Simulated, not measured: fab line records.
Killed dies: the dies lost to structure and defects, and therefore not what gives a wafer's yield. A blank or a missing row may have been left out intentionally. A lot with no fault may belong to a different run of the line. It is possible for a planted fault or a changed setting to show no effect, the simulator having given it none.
Chamber matching || flow n5_finfet || rie_diel-02 running N5_SD_EPI_N_ETCH_34: 4 sister chambers
The step etches SiARC in CF4, target depth 45.5 nm, time 75.8 s. 8 wafers are shown with their chamber, then 12 later ones without.

WAFERS PAIRED WITH THEIR CHAMBERS
{"wafer": "L078.2", "chamber": 3, "drypump_motor_current_A (A)": 4.7, "showerhead_plenum_p_Torr (Torr)": 2.09}
{"wafer": "L085.2", "chamber": 2, "drypump_motor_current_A (A)": 5.8, "showerhead_plenum_p_Torr (Torr)": 2.25}
{"wafer": "L085.5", "chamber": 0, "drypump_motor_current_A (A)": 5.8, "showerhead_plenum_p_Torr (Torr)": 2.19}
{"wafer": "L086.1", "chamber": 2, "drypump_motor_current_A (A)": 5.7, "showerhead_plenum_p_Torr (Torr)": 2.25}
{"wafer": "L086.4", "chamber": 0, "drypump_motor_current_A (A)": 5.8, "showerhead_plenum_p_Torr (Torr)": 2.19}
{"wafer": "L087.3", "chamber": 3, "drypump_motor_current_A (A)": 4.7, "showerhead_plenum_p_Torr (Torr)": 2.08}
{"wafer": "L087.4", "chamber": 1, "drypump_motor_current_A (A)": 5.6, "showerhead_plenum_p_Torr (Torr)": 2.18}
{"wafer": "L087.6", "chamber": 1, "drypump_motor_current_A (A)": 5.6, "showerhead_plenum_p_Torr (Torr)": 2.18}

WAFERS WITHOUT THEIR CHAMBER
{"wafer": "L088.3", "drypump_motor_current_A (A)": 5.8, "showerhead_plenum_p_Torr (Torr)": 2.19}
{"wafer": "L088.5", "drypump_motor_current_A (A)": 5.7, "showerhead_plenum_p_Torr (Torr)": 2.25}
{"wafer": "L088.6", "drypump_motor_current_A (A)": 5.6, "showerhead_plenum_p_Torr (Torr)": 2.18}
{"wafer": "L092.1", "drypump_motor_current_A (A)": 5.7, "showerhead_plenum_p_Torr (Torr)": 2.24}
{"wafer": "L092.3", "drypump_motor_current_A (A)": 4.7, "showerhead_plenum_p_Torr (Torr)": 2.08}
{"wafer": "L092.6", "drypump_motor_current_A (A)": 5.8, "showerhead_plenum_p_Torr (Torr)": 2.24}
{"wafer": "L093.2", "drypump_motor_current_A (A)": 4.8, "showerhead_plenum_p_Torr (Torr)": 2.08}
{"wafer": "L093.4", "drypump_motor_current_A (A)": 5.8, "showerhead_plenum_p_Torr (Torr)": 2.19}
{"wafer": "L093.6", "drypump_motor_current_A (A)": 5.6, "showerhead_plenum_p_Torr (Torr)": 2.18}
{"wafer": "L095.1", "drypump_motor_current_A (A)": 5.6, "showerhead_plenum_p_Torr (Torr)": 2.17}
{"wafer": "L095.5", "drypump_motor_current_A (A)": 5.8, "showerhead_plenum_p_Torr (Torr)": 2.18}
{"wafer": "L095.6", "drypump_motor_current_A (A)": 4.7, "showerhead_plenum_p_Torr (Torr)": 2.08}

CHAMBER TAKEN BY EACH
{"wafer": "L088.3", "from the rows above": 0, "in truth": 0}
{"wafer": "L088.5", "from the rows above": 2, "in truth": 2}
{"wafer": "L088.6", "from the rows above": 1, "in truth": 1}
{"wafer": "L092.1", "from the rows above": 2, "in truth": 2}
{"wafer": "L092.3", "from the rows above": 3, "in truth": 3}
{"wafer": "L092.6", "from the rows above": 2, "in truth": 2}
{"wafer": "L093.2", "from the rows above": 3, "in truth": 3}
{"wafer": "L093.4", "from the rows above": 0, "in truth": 0}
{"wafer": "L093.6", "from the rows above": 1, "in truth": 1}
{"wafer": "L095.1", "from the rows above": 1, "in truth": 1}
{"wafer": "L095.5", "from the rows above": 0, "in truth": 0}
{"wafer": "L095.6", "from the rows above": 3, "in truth": 3}
Placed correctly: 12 of 12. From these rows, 0 cannot be placed. 0 placed wrongly.
How it was worked out, from the rows above alone: a wafer's distance from a chamber is the root of the sum, over the readings, of the square of ((its reading less the chamber's mean) divided by the reading's scatter). If the next closest chamber is less than 2 further off than the closest, the wafer can't be placed; otherwise it belongs to the closest. Each chamber's mean is taken over the wafers shown for it. The scatter is the square root of a quotient: the sum, over the shown wafers, of each reading's squared deviation from its chamber's mean, divided by wafers minus chambers.
